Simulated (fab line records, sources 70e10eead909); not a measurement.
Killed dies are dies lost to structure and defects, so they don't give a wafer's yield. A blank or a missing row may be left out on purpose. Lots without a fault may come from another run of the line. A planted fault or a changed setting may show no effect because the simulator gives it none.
fab line records | flow nand_harc
record lots=5 wafers=15 last_day=33
route steps=1302 shown P_GATE@126 END@1302
lots that met no fault: from a run of the same line without faults
start_h: hours from the record's first day to the start of the lot's first wafer shown | wait_h: hours since the lot's step before | " the same as in the row above | L1.1+2: a row that stands for several wafers | - no value, or no start given | * or withheld: withheld | < > ~ a bound
route shown NAME@n: a module of which the file shows steps, and the number in the route of the first | usual: mean/standard deviation of fault-free wafers | same: alike in all rows | chamber/n: place in a boat | sites: the reading at each site | _std_site: their standard deviation | _edge_site: outer sites' mean less inner sites' | radius_mm: how far each site lies from the wafer's centre | mask NAME#n: copy n | behind: the tool/chamber that last shaped the wafer | hold: why the lot was held/for how many hours/how that ended | device: the transistor (n, p or np) that didn't switch | end of line: the same wafers' tests at the end of the route | a step without rows: its recipe alone | killed: dies lost to structure and defects at the first sort, not the wafer's yield | map: a wafer's dies, x killed, . not, _ none there
set.NAME: the setting as run; set.NAME@STEP: as run at that earlier step | model.NAME: the simulator's own value behind a step, which no gauge read
lots at some steps of the route; a table a step, a row a wafer
services: from which hour (start_h, from the record's first day; less than 0 if before it) a tool's chamber was out of use, for how many hours, and why
## steps
# step NHARC_P_GATE_STRIP_15
# recipe time_s=780 temp_c=130 chemistry=SPM
# step NHARC_P_GATE_PRECLEAN_71
# recipe time_s=* temp_c=50 bath_age_min=0 chemistry=SC1
# step NHARC_P_GATE_SRD_72
# step NHARC_P_GATE_OXIDE_16
# recipe target_thk_a=30 temp_c=875 ox_time_s=392 material=SiO2
# step NHARC_P_GATE_CVD_17
# recipe target_thk_a=1500 temp_c=620 time_s=900 material=poly-Si
# step NHARC_P_GATE_HM_DEP_102
# recipe target_thk_a=1200 temp_c=400 material=aC
# usual throttle_valve_pct=35.000/0.0083
# columns lot.wafer tool chamber start_h wait_h throttle_valve_pct
L264.1 acl_dep-01 0 127.82 4.2 35.007
L264.3 " 0 " " 35.000
L264.4 " 0 " " 34.990
L265.4 acl_dep-02 0 135.72 1.2 34.996
L265.5 " 0 " " 35.003
L265.6 " 0 " " 34.996
L278.1 acl_dep-03 0 268.07 5.0 35.012
L278.3 " 0 " " 35.011
L278.4 " 0 " " 34.997
L281.2 acl_dep-03 0 295.27 0.5 34.986
L281.3 " 0 " " 35.000
L281.4 " 0 " " 34.997
L283.1 acl_dep-03 0 314.68 0.9 35.000
L283.2 " 0 " " 34.984
L283.5 " 0 " " 35.004
# step NHARC_P_GATE_DEP_103
# recipe target_thk_a=300 target_thk_nm=30 temp_c=400 flow_sccm=200 rf_w=350 material=SiON
# usual heater_power_outer_w=444/58 heater_power_w=734/88
# columns lot.wafer tool chamber start_h wait_h heater_power_outer_w heater_power_w
L264.1 pecvd-01 0 128.48 0.6 471 811
L264.3 " 1 " " 517 855
L264.4 " 2 " " 526 824
L265.6 pecvd-02 1 136.14 0.1 476 760
L265.4 " 2 " " 410 669
L265.5 " 0 " " 555 879
L278.1 pecvd-01 1 268.74 0.6 520 823
L278.3 " 0 " " 405 755
L278.4 " 1 " " 514 843
L281.2 pecvd-02 0 295.82 0.4 495 830
L281.3 " 2 " " 445 705
L281.4 " 2 " " 457 728
L283.1 pecvd-04 1 315.34 0.6 350 585
L283.2 " 0 " " 455 684
L283.5 " 0 " " 459 699
# step NHARC_P_GATE_DEHYDRATE_18
# recipe temp_c=150 time_s=120
# step NHARC_P_GATE_HMDS_19
# recipe time_s=30
# step NHARC_P_GATE_COAT_20
# recipe spin_rpm=1500 resist_thk_nm=90
# step NHARC_P_GATE_SOFTBAKE_21
# recipe temp_c=105 time_s=55
# step NHARC_P_GATE_EBR_22
# step NHARC_P_GATE_EXPOSE_23
# recipe na=1.35 target_cd_nm=120 dose_mj=93.91 mask_id=P_GATE
# columns lot.wafer tool chamber start_h wait_h mask
L264.1+3+4 arfi_scanner-02 0 129.05 - P_GATE#0
L265.4+5+6 arfi_scanner-03 0 136.61 - P_GATE_R1#0
L278.1+3+4 arfi_scanner-03 0 269.28 - P_GATE#0
L281.2+3+4 arfi_scanner-02 0 296.36 - P_GATE#0
L283.1+2+5 arfi_scanner-03 0 315.88 - P_GATE#0
# step NHARC_P_GATE_PEB_24
# recipe peb_temp_c=100 peb_time_s=65
# step NHARC_P_GATE_DEVELOP_25
# recipe develop_time_s=35 dev_temp_c=23
# step NHARC_P_GATE_CD_MEAS_26
# recipe target_cd_nm=120 landing_energy_ev=500
# usual cd_nm=120.4/0.79
# columns lot.wafer tool chamber start_h wait_h cd_nm
L264.1 cd_sem-02 0 129.19 - 120.8
L264.3 " 0 " " 119.2
L264.4 " 0 " " 120.8
L265.4 cd_sem-02 0 136.75 - 112.1
L265.5 " 0 " " 111.2
L265.6 " 0 " " 111.4
L278.1 cd_sem-03 0 269.42 - 121.2
L278.3 " 0 " " 119.8
L278.4 " 0 " " 120.5
L281.2 cd_sem-02 0 296.50 - 121.1
L281.3 " 0 " " 121.0
L281.4 " 0 " " 119.7
L283.1 cd_sem-03 0 316.02 - 119.4
L283.2 " 0 " " 120.3
L283.5 " 0 " " 121.5
# step NHARC_P_GATE_OVL_MEAS_27
# usual overlay_x_nm=-0.1/0.62 overlay_y_nm=-0.2/0.81
# columns lot.wafer tool chamber start_h wait_h overlay_x_nm overlay_y_nm
L264.1 overlay-01 - 129.27 - 0.3 0.5
L264.3 " - " " 1.2 1.2
L264.4 " - " " 0.4 1.0
L265.4 overlay-01 - 136.83 - -0.5 -0.9
L265.5 " - " " -0.6 -0.9
L265.6 " - " " -0.6 -0.7
L278.1 overlay-01 - 269.51 - 0.7 -0.9
L278.3 " - " " -0.4 -1.0
L278.4 " - " " 0.4 -1.4
L281.2 overlay-01 - 296.59 - 0.7 1.0
L281.3 " - " " 0.2 0.4
L281.4 " - " " 0.8 1.0
L283.1 overlay-02 - 316.11 - 1.2 -0.9
L283.2 " - " " 1.0 -0.6
L283.5 " - " " 1.4 -0.6
# step NHARC_P_GATE_INSPECT_28
# usual raw_defect_count=6/3.5
# columns lot.wafer tool chamber start_h wait_h raw_defect_count
L264.1 defect_inspect-02 - 129.31 0.0 7
L264.3 " - " " 3
L264.4 " - " " 2
L265.4 defect_inspect-02 - 136.86 0.0 9
L265.5 " - " " 3
L265.6 " - " " 8
L278.1 defect_inspect-01 - 269.55 0.0 2
L278.3 " - " " 8
L278.4 " - " " 1
L281.2 defect_inspect-02 - 296.62 0.0 1
L281.3 " - " " 4
L281.4 " - " " 4
L283.1 defect_inspect-01 - 316.15 0.0 3
L283.2 " - " " 6
L283.5 " - " " 9
# step NHARC_P_GATE_DESCUM_31
# recipe time_s=3 o2_flow_sccm=200 ar_flow_sccm=0 bias_power_w=0 chemistry=O2
# usual chamber_pressure_mTorr=60.00/0.056 drypump_motor_current_A=5.8/0.53 oes_product_au=0.998/0.014 rf_vpp_V=57.8/0.93 showerhead_plenum_p_Torr=1.92/0.064 throttle_valve_pct=11.311/0.0085
# columns lot.wafer tool chamber start_h wait_h chamber_pressure_mTorr drypump_motor_current_A oes_product_au rf_hours_counter_h rf_vpp_V showerhead_plenum_p_Torr throttle_valve_pct model.P_GATE.cd_nm
L264.3 rie_diel-03 2 129.37 0.1 59.96 6.3 1.013 0.4 57.2 1.87 11.314 119.9
L264.4 " 0 " " 60.10 4.8 1.031 0.4 57.9 2.00 11.308 120.3
L264.1 " 1 " " 59.90 5.0 1.016 0.4 59.5 2.07 11.301 118.8
L265.4 rie_diel-08 0 136.93 0.1 60.01 5.8 0.987 6.8 59.3 1.87 11.314 111.8
L265.6 " 3 " " 59.99 5.9 0.985 - 58.7 1.92 11.304 111.9
L265.5 " 0 " " 59.95 5.8 0.986 - 57.5 1.87 11.313 111.2
L278.3 rie_diel-03 2 269.62 0.1 59.98 6.3 1.016 7.3 57.5 1.86 11.307 120.9
L278.1 " 3 " " 59.89 6.7 1.007 6.8 58.1 2.01 11.306 122.2
L278.4 " 0 " " 59.94 4.8 1.001 7.3 58.2 1.99 11.295 120.1
L281.4 rie_diel-05 1 296.69 0.1 60.02 6.3 1.018 2.7 59.3 1.93 11.322 120
L281.3 " 2 " " 60.11 5.7 1.002 3.1 58.7 1.89 11.321 122.7
L281.2 " 3 " " 59.93 5.4 0.990 2.7 59.8 1.90 11.314 120.9
L283.2 rie_diel-03 2 316.22 0.1 59.96 6.3 0.995 0.5 56.9 1.86 11.303 120.6
L283.1 " 3 " " 60.02 6.7 1.004 0.6 59.2 2.01 11.309 119.4
L283.5 " 2 " " 60.02 6.3 1.002 - 57.9 1.86 11.307 121.7
# step NHARC_P_GATE_ETCH_104
# recipe target_depth_a=600 time_s=withheld cf4_flow_sccm=100 chf3_flow_sccm=30 ar_flow_sccm=0 rf_w=500 bias_w=200 chemistry=CF4/CHF3
# usual chamber_pressure_mTorr=24.999/0.023 drypump_motor_current_A=5.7/0.52 oes_product_au=0.956/0.021 rf_vpp_V=370.9/1.8 showerhead_plenum_p_Torr=1.58/0.051 throttle_valve_pct=16.802/0.0087
# columns lot.wafer tool chamber start_h wait_h chamber_pressure_mTorr drypump_motor_current_A oes_product_au rf_vpp_V showerhead_plenum_p_Torr throttle_valve_pct
L264.1 rie_diel-03 2 129.46 0.1 24.968 6.3 0.977 369.8 1.54 16.797
L264.4 " 3 " " 24.990 6.7 0.972 373.2 1.65 16.783
L264.3 " 0 " " 25.025 4.8 0.999 372.6 1.64 16.794
L265.4 rie_diel-08 3 137.01 0.1 24.967 5.9 0.943 371.0 1.58 16.809
L265.6 " 3 " " 25.003 5.9 0.952 369.5 1.58 16.787
L265.5 " 0 " " 25.010 5.8 0.937 368.0 1.54 16.791
L278.4 rie_diel-03 1 269.69 0.1 24.996 5.0 0.964 376.1 1.69 16.817
L278.3 " 3 " " 24.999 6.7 0.989 373.4 1.65 16.797
L278.1 " 0 " " 25.012 4.8 0.981 372.9 1.64 16.810
L281.2 rie_diel-05 2 296.77 0.1 24.994 5.7 0.977 371.5 1.55 16.807
L281.4 " 3 " " 25.005 5.4 0.971 370.9 1.56 16.802
L281.3 " 0 " " 25.011 5.5 0.953 368.5 1.51 16.812
L283.1 rie_diel-03 1 316.29 0.1 24.973 5.0 0.915 373.3 1.69 16.795
L283.2 " 2 " " 25.032 6.3 0.934 368.7 1.54 16.796
L283.5 " 2 " " 25.003 6.3 0.933 368.3 1.54 16.795
# step NHARC_P_GATE_HM_OPEN_105
# recipe target_depth_a=3600 o2_flow_sccm=400 cos_flow_sccm=20 ar_flow_sccm=0 rf_w=500 bias_w=300 chemistry=O2/COS
# usual chamber_pressure_mTorr=19.999/0.016 cos_flow_sccm=20.00/0.056 drypump_motor_current_A=5.7/0.53 oes_product_au=0.998/0.014 rf_vpp_V=467.4/2.3 showerhead_plenum_p_Torr=3.14/0.1 throttle_valve_pct=28.330/0.0091
# columns lot.wafer tool chamber start_h wait_h chamber_pressure_mTorr cos_flow_sccm drypump_motor_current_A oes_product_au rf_hours_counter_h rf_vpp_V showerhead_plenum_p_Torr throttle_valve_pct
L264.3 rie_diel-03 3 - - 20.009 20.05 6.7 1.011 0.5 470.1 3.27 28.305
L264.4 " 1 " " 20.008 19.98 5.0 1.004 0.4 471.9 3.36 28.328
L264.1 " 2 " " 19.998 19.96 6.3 1.014 0.5 465.7 3.05 28.327
L265.4 rie_diel-08 1 - - 19.997 20.06 5.7 0.992 6.6 467.0 3.12 28.330
L265.5 " 2 " " 20.004 19.96 5.6 0.970 - 468.0 3.12 28.326
L265.6 " 3 " " 19.979 19.99 5.9 0.989 - 468.7 3.14 28.333
L278.4 rie_diel-03 2 - - 20.003 19.97 6.3 1.000 7.4 466.4 3.05 28.339
L278.1 " 0 " " 20.024 20.02 4.8 1.003 7.3 469.7 3.24 28.323
L278.3 " 1 " " 19.987 20.01 5.0 1.008 7.4 472.1 3.35 28.331
L281.3 rie_diel-05 1 - - 19.975 20.05 6.3 1.001 2.7 469.6 3.15 28.330
L281.2 " 3 " " 19.976 19.85 5.4 0.988 2.7 466.4 3.10 28.323
L281.4 " 0 " " 19.991 19.98 5.5 0.992 2.3 463.2 2.99 28.345
L283.1 rie_diel-03 2 - - 19.993 20.10 6.3 1.007 0.5 464.4 3.05 28.321
L283.2 " 3 " " 19.999 19.98 6.7 1.013 0.6 469.4 3.26 28.331
L283.5 " 2 " " 19.984 20.02 6.3 1.006 - 464.6 3.05 28.333
# step NHARC_P_GATE_STRIP_106
# recipe o2_flow_sccm=400 cos_flow_sccm=20 ar_flow_sccm=0 bias_w=0 chemistry=O2/COS
# step NHARC_P_GATE_ETCH_114
# recipe target_depth_a=300 overetch_a=30 time_s=16.5 ion_energy_ev=100 cf4_flow_sccm=80 o2_flow_sccm=20 ar_flow_sccm=0 rf_w=300 bias_w=100 chemistry=CF4/O2
# step NHARC_P_GATE_ETCH_32
# recipe target_depth_a=1500 over_etch_frac=1 over_etch_ion_energy_ev=40 time_s=100.1 hbr_flow_sccm=150 cl2_flow_sccm=50 rf_w=400 icp_w=400 bias_w=100 chemistry=HBr/Cl2
# usual chamber_pressure_mTorr=14.999/0.015 drypump_motor_current_A=5.5/0.41 oes_product_au=1.005/0.011 throttle_valve_pct=26.406/0.0081
# columns lot.wafer tool chamber start_h wait_h chamber_pressure_mTorr drypump_motor_current_A oes_product_au rf_hours_counter_h throttle_valve_pct model.P_GATE.cd_nm
L264.4 rie_si-06 0 129.83 - 14.987 5.7 0.989 0.41 26.392 110.5
L264.1 " 2 " " 14.995 4.8 1.019 0.29 26.410 115.5
L264.3 " 3 " " 14.995 5.7 1.012 0.29 26.396 121
L265.4 rie_si-02 0 137.43 - 14.989 5.2 0.990 0.08 26.396 110.8
L265.5 " 1 " " 15.007 6.2 0.978 - 26.401 118
L265.6 " 2 " " 14.987 5.4 1.015 - 26.390 107.8
L278.1 rie_si-01 3 270.07 - 14.983 6.0 0.980 0.37 26.405 123.2
L278.3 " 0 " " 15.001 5.2 0.999 0.44 26.401 114.5
L278.4 " 2 " " 14.997 5.4 1.005 0.28 26.407 121.2
L281.2 rie_si-02 1 297.15 - 14.997 6.2 1.009 0.13 26.416 127.8
L281.3 " 3 " " 14.991 5.5 1.004 0.12 26.397 124.2
L281.4 " 0 " " 14.991 5.2 1.020 0.10 26.407 120.9
L283.1 rie_si-01 3 316.69 - 14.983 6.1 1.006 0.74 26.404 126.6
L283.2 " 1 " " 14.995 4.9 1.011 0.64 26.403 124.2
L283.5 " 3 " " 15.005 6.0 1.002 - 26.412 128.6
# step NHARC_P_GATE_STRIP_108
# recipe o2_flow_sccm=500 ar_flow_sccm=0 bias_w=0 chemistry=O2
# usual chamber_pressure_mTorr=60.00/0.052 drypump_motor_current_A=5.8/0.6 oes_product_au=1.000/0.016 rf_vpp_V=58.0/0.91 showerhead_plenum_p_Torr=3.56/0.12 throttle_valve_pct=17.037/0.0095
# columns lot.wafer tool chamber start_h wait_h chamber_pressure_mTorr drypump_motor_current_A oes_product_au rf_hours_counter_h rf_vpp_V showerhead_plenum_p_Torr throttle_valve_pct
L264.4 rie_diel-05 3 130.02 - 60.01 5.4 0.985 1.9 57.5 3.51 17.050
L264.1 " 0 " " 60.04 5.6 0.985 2.2 57.8 3.38 17.037
L264.3 " 1 " " 60.01 6.3 1.006 2.2 57.7 3.56 17.036
L265.4 rie_diel-03 0 137.58 - 60.00 4.8 1.034 0.6 56.0 3.67 17.036
L265.5 " 2 " " 60.02 6.3 1.022 - 54.8 3.45 17.034
L265.6 " 3 " " 59.94 6.7 1.022 - 60.0 3.69 17.043
L278.1 rie_diel-08 2 270.25 - 60.05 5.6 0.982 3.1 58.1 3.52 17.039
L278.3 " 3 " " 60.08 5.9 0.969 2.6 58.3 3.54 17.039
L278.4 " 0 " " 60.01 5.8 0.986 3.1 58.5 3.45 17.037
L281.4 rie_diel-08 3 297.31 - 59.95 5.9 0.974 4.2 56.9 3.54 17.045
L281.2 " 0 " " 60.15 5.8 0.986 4.7 59.4 3.45 17.036
L281.3 " 1 " " 59.98 5.7 0.990 5.2 58.6 3.52 17.045
L283.2 rie_diel-03 0 316.85 - 60.06 4.8 0.990 0.6 56.6 3.66 17.051
L283.1 " 1 " " 60.07 5.0 0.995 0.3 58.4 3.79 17.040
L283.5 " 0 " " 60.06 4.8 0.976 - 58.0 3.66 17.035
# step NHARC_END_SORT_01
# recipe temp_c=25
# usual killed_at_array=56/20 killed_at_other=0.9/1.1 killed_at_periphery=3.7/3 killed_dies=61/21 killed_open=2.9/1.6 killed_short=2.6/1.4
# same gross_dies=677
# columns lot.wafer tool chamber start_h wait_h killed_at_array killed_at_other killed_at_periphery killed_dies killed_open killed_short
L265.4 prober-01 0 598.68 3.4 55 0 5 60 6 2
# killed by level:class
L265.4 A_SLIT:chamber_film_flake=26 A_CHANNEL_HOLE_D2:chamber_film_flake=16 A_CONTACT:chamber_film_flake=3 P_GATE:area_expose=3 A_DECK1_JOINT:geometric_particle:open=2 A_WL_FILL:chamber_film_flake=2 P_STI:geometric_particle:open=1 A_CHANNEL_FILL_D1:geometric_particle:open=1
## services
# columns tool chamber start_h hours kind
rie_diel-03 - 104.97 9.0 pm
rie_diel-08 2 109.12 13.6 repair
acl_dep-03 - 116.00 13.0 pm
rie_diel-05 2 118.33 6.6 repair
pecvd-01 - 130.12 13.0 pm
rie_diel-05 0 132.21 8.8 repair
arfi_scanner-03 - 137.47 4.0 pm
arfi_scanner-02 - 140.00 4.0 pm
arfi_scanner-03 - 146.29 8.9 repair
rie_diel-03 1 146.73 4.7 repair
rie_diel-03 3 153.09 8.0 repair
pecvd-01 0 156.73 21.7 repair
pecvd-02 2 186.71 4.3 repair
rie_diel-05 - 189.25 0.5 repair
rie_diel-03 - 190.71 3.3 repair
rie_diel-08 - 191.10 9.0 pm
rie_si-01 - 193.00 9.0 pm
rie_diel-05 - 229.96 9.0 pm
rie_diel-03 0 270.11 3.1 repair
rie_diel-03 0 277.96 4.5 repair
rie_diel-03 - 281.97 9.0 pm
acl_dep-03 - 297.00 13.0 pm
rie_diel-03 1 303.06 10.0 repair
arfi_scanner-03 - 309.47 4.0 pm
## key
first_sign step=NHARC_P_GATE_EXPOSE_23 reading=mask direction=changed
effect step=NHARC_P_GATE_CD_MEAS_26 reading=cd_nm direction=down sigmas=11 usual=120.4 struck=111.6
model_effect step=NHARC_P_GATE_DESCUM_31 value=P_GATE.cd_nm without=120.8 struck=111.6
model_effect step=NHARC_P_GATE_ETCH_32 value=P_GATE.cd_nm without=121.5 struck=112.2
met_at NHARC_P_GATE_EXPOSE_23
struck_wafers L265.4,L265.5,L265.6
tester_left_out L265
fault kind=wrong_mask tool=any chamber=- onset_h=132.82 steps=NHARC_P_GATE_EXPOSE_23 aux_copy=P_GATE_R1#0 cd_offset_nm=-9.2352 scope=struck_lots_only
# tester_left_out: of these lots the tester's yield and bins aren't shown, on N5 and GAA mostly nor the transistor test; their killed dies are dies lost to structure and defects alone, not to doping, threshold or leakage, so they don't give the yield
